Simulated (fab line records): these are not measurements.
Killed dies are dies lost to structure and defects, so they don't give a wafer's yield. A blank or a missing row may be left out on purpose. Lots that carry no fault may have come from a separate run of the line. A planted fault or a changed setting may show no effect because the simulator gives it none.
Chamber matching / flow n5 finfet / N5_BEOL_M6_STRIP_19 on rie diel-06 has 4 sister chambers
The step strips in O2. 18 wafers are shown with their chamber, then 9 later ones without.

WAFERS PAIRED WITH THEIR CHAMBERS
wafer=L076.3; chamber=0; showerhead plenum p Torr (Torr)=2.05; throttle valve pct (%)=16.76; oes product au (a.u.)=0.88
wafer=L076.4; chamber=3; showerhead plenum p Torr (Torr)=2.07; throttle valve pct (%)=17.01; oes product au (a.u.)=0.68
wafer=L076.6; chamber=1; showerhead plenum p Torr (Torr)=2.16; throttle valve pct (%)=16.87; oes product au (a.u.)=0.91
wafer=L078.1; chamber=3; showerhead plenum p Torr (Torr)=2.07; throttle valve pct (%)=16.98; oes product au (a.u.)=0.68
wafer=L078.2; chamber=0; showerhead plenum p Torr (Torr)=2.05; throttle valve pct (%)=16.76; oes product au (a.u.)=0.87
wafer=L078.5; chamber=1; showerhead plenum p Torr (Torr)=2.16; throttle valve pct (%)=16.87; oes product au (a.u.)=0.90
wafer=L089.1; chamber=0; showerhead plenum p Torr (Torr)=2.04; throttle valve pct (%)=16.79; oes product au (a.u.)=0.84
wafer=L089.2; chamber=2; showerhead plenum p Torr (Torr)=2.03; throttle valve pct (%)=16.54; oes product au (a.u.)=0.83
wafer=L089.6; chamber=1; showerhead plenum p Torr (Torr)=2.15; throttle valve pct (%)=16.90; oes product au (a.u.)=0.87
wafer=L090.1; chamber=2; showerhead plenum p Torr (Torr)=2.03; throttle valve pct (%)=16.54; oes product au (a.u.)=0.82
wafer=L090.4; chamber=3; showerhead plenum p Torr (Torr)=2.06; throttle valve pct (%)=17.05; oes product au (a.u.)=0.66
wafer=L090.5; chamber=1; showerhead plenum p Torr (Torr)=2.15; throttle valve pct (%)=16.90; oes product au (a.u.)=0.86
wafer=L091.1; chamber=2; showerhead plenum p Torr (Torr)=2.03; throttle valve pct (%)=16.54; oes product au (a.u.)=0.83
wafer=L091.4; chamber=0; showerhead plenum p Torr (Torr)=2.04; throttle valve pct (%)=16.81; oes product au (a.u.)=0.84
wafer=L091.5; chamber=2; showerhead plenum p Torr (Torr)=2.03; throttle valve pct (%)=16.53; oes product au (a.u.)=0.83
wafer=L093.2; chamber=2; showerhead plenum p Torr (Torr)=2.03; throttle valve pct (%)=16.57; oes product au (a.u.)=0.81
wafer=L093.5; chamber=1; showerhead plenum p Torr (Torr)=2.14; throttle valve pct (%)=16.92; oes product au (a.u.)=0.86
wafer=L093.6; chamber=2; showerhead plenum p Torr (Torr)=2.03; throttle valve pct (%)=16.56; oes product au (a.u.)=0.83

SIGNATURES (means of the wafers above)
reading=showerhead plenum p Torr; chamber 0=2.0450; chamber 1=2.1520; chamber 2=2.0300; chamber 3=2.0667; scatter within a chamber=0.00565
reading=throttle valve pct; chamber 0=16.7800; chamber 1=16.8920; chamber 2=16.5467; chamber 3=17.0133; scatter within a chamber=0.0228
reading=oes product au; chamber 0=0.8575; chamber 1=0.8800; chamber 2=0.8250; chamber 3=0.6733; scatter within a chamber=0.0171
Rule: a wafer lies at a distance from a chamber equal to the root of the sum of squares, over the readings, of (its reading less the chamber's mean, divided by the reading's scatter). The wafer belongs to the nearest chamber; if the next one is less than 2 further off, it can't be placed. The scatter: the root of (the sum of the squares of (reading less its chamber's mean) over the shown wafers, divided by (wafers less chambers)).

WAFERS MISSING THEIR CHAMBER
wafer=L094.2; showerhead plenum p Torr (Torr)=2.05; throttle valve pct (%)=16.57; oes product au (a.u.)=1.02
wafer=L094.3; showerhead plenum p Torr (Torr)=2.14; throttle valve pct (%)=16.92; oes product au (a.u.)=0.85
wafer=L094.4; showerhead plenum p Torr (Torr)=2.02; throttle valve pct (%)=16.57; oes product au (a.u.)=0.81
wafer=L095.3; showerhead plenum p Torr (Torr)=2.05; throttle valve pct (%)=16.56; oes product au (a.u.)=1.01
wafer=L095.5; showerhead plenum p Torr (Torr)=2.02; throttle valve pct (%)=16.56; oes product au (a.u.)=0.82
wafer=L095.6; showerhead plenum p Torr (Torr)=2.14; throttle valve pct (%)=16.96; oes product au (a.u.)=0.84
wafer=L097.2; showerhead plenum p Torr (Torr)=2.05; throttle valve pct (%)=16.56; oes product au (a.u.)=1.01
wafer=L097.4; showerhead plenum p Torr (Torr)=2.02; throttle valve pct (%)=16.57; oes product au (a.u.)=0.81
wafer=L097.5; showerhead plenum p Torr (Torr)=2.05; throttle valve pct (%)=16.56; oes product au (a.u.)=1.02

WHICH CHAMBER EACH ONE RAN IN
wafer=L094.2; from the rows above=can't be placed: 2 or 0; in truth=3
wafer=L094.3; from the rows above=1; in truth=1
wafer=L094.4; from the rows above=2; in truth=2
wafer=L095.3; from the rows above=can't be placed: 2 or 0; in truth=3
wafer=L095.5; from the rows above=2; in truth=2
wafer=L095.6; from the rows above=1; in truth=1
wafer=L097.2; from the rows above=can't be placed: 2 or 0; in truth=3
wafer=L097.4; from the rows above=2; in truth=2
wafer=L097.5; from the rows above=can't be placed: 2 or 0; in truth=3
Placed correctly: 5 of 9. Not placeable from these rows: 4 (in 0, the candidates include the true chamber). Placed wrongly: 0.
